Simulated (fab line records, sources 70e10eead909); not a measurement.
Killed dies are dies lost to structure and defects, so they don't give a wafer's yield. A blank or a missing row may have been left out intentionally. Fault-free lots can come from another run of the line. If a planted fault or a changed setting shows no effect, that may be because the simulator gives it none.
Comparing a struck lot with a sound one | flow nandHarc | 13 steps out of a route of 1159
Sound: the wafers L587.2, L587.3, L587.4. Struck: wafers L595.1, L595.3, L595.5. The cause is named last.
For every step that has rows: the tool of each side, followed by ch and its chambers, followed by its first start. Under that, the readings that differ: sound wafers | struck wafers | difference of the means | sigmas: that difference in standard deviations of wafers without a fault.
alike: words and numbers the same on both sides, and readings whose means are apart by under 2 such deviations; not compared: readings that were withheld, readings missing a value for some wafer, numbers with overlapping values and no deviation given by the record, and bounds like >300 which may hide the same value.
A row with sigmas, a row that says differs or no value, or rows on one side alone: a step with any of these is where the two part. When numbers do not overlap yet have no deviation, they are printed without sigmas and do not part them. Lack of a reading on every wafer of one side parts them only where that side has two or more wafers.

first, 1 step without rows for these wafers: NHARC_A_WL_FILL_CVD_03 (deposits W, target thk 40 nm, time 3302 s).
NHARC_A_WL_FILL_ETCHBACK_04: etches the open film in NF3, target depth 60 nm, time 120 s.
  sound on rieMetal-01 ch 0,1, day 15 23:26; struck on rieMetal-02 ch 0,1, day 19 04:32
  alike: chamberPressureMTorr, drypumpMotorCurrentA, oesProductAu
  not compared: rfHoursCounterH
NHARC_A_WL_FILL_ETCHBACK_05: etches the open film in Cl2/BCl3, target depth 22 nm, time 60 s.
  sound on rieMetal-01 ch 0,1, day 15 23:38; struck on rieMetal-02 ch 0,1, day 19 04:46
  alike: chamberPressureMTorr, drypumpMotorCurrentA, oesProductAu
  not compared: rfHoursCounterH
NHARC_A_WL_FILL_STRIP_27: strips in N2/H2, time 20 s.
  sound on plasmaAsher-01 ch 0,1, day 15 23:48; struck on plasmaAsher-02 ch 0,1, day 19 05:04
  alike: drypumpMotorCurrentA, heaterPowerW
  not compared: rfHoursCounterH
then, 4 steps without rows for these wafers: NHARC_A_WL_FILL_STRIP_28 (strips in post etch residue remover, time 1200 s); NHARC_A_WL_FILL_PRECLEAN_06 (cleans in DIW, time 300 s); NHARC_A_WL_FILL_SRD_07; NHARC_A_WL_FILL_ANNEAL_08 (time 1800 s).
NHARC_A_WL_FILL_ALD_10: deposits SiO2, target thk 50 nm, pulse time 10 s, ald cycles 500.
  sound on aldHk-02 ch 0,2,3, day 16 04:59; struck on aldHk-03 ch 1,2,3, day 19 10:53
  alike: heaterPowerW, precursorPulseHeightRel
NHARC_A_WL_FILL_ETCHBACK_16: etches the open film in C4F8/O2/Ar, target depth 88 nm, time 17.6 s.
  sound on rieDiel-10 ch 0,1,3; struck on rieDiel-10 ch 0,2,3
  alike: biasW, chamberPressureMTorr, oesProductAu, rfVppV
  not compared: rfHoursCounterH
then, 1 step without rows for these wafers: NHARC_A_WL_FILL_STRIP_29 (strips in O2, time 20 s).
NHARC_A_WL_FILL_ETCHBACK_17: etches the open film in Cl2/BCl3, target depth 4 nm, time 26.7 s.
  sound on rieMetal-03 ch 0,1, day 16 09:49; struck on rieMetal-01 ch 0,1, day 19 15:15
  no value came back on the struck wafers for chamberPressureMTorr (mTorr), drypumpMotorCurrentA (A), oesProductAu (a.u.); on the sound wafers chamberPressureMTorr (mTorr) reads 10.005 9.986 10.015
  not compared: rfHoursCounterH
then, 1 step without rows for these wafers: NHARC_A_WL_FILL_PRECLEAN_18 (cleans in dHF, time 30 s).

## WHERE THEY PART
At NHARC_A_WL_FILL_ETCHBACK_17 and nowhere else, as far as this record goes.

WHY: the cause the simulator had injected
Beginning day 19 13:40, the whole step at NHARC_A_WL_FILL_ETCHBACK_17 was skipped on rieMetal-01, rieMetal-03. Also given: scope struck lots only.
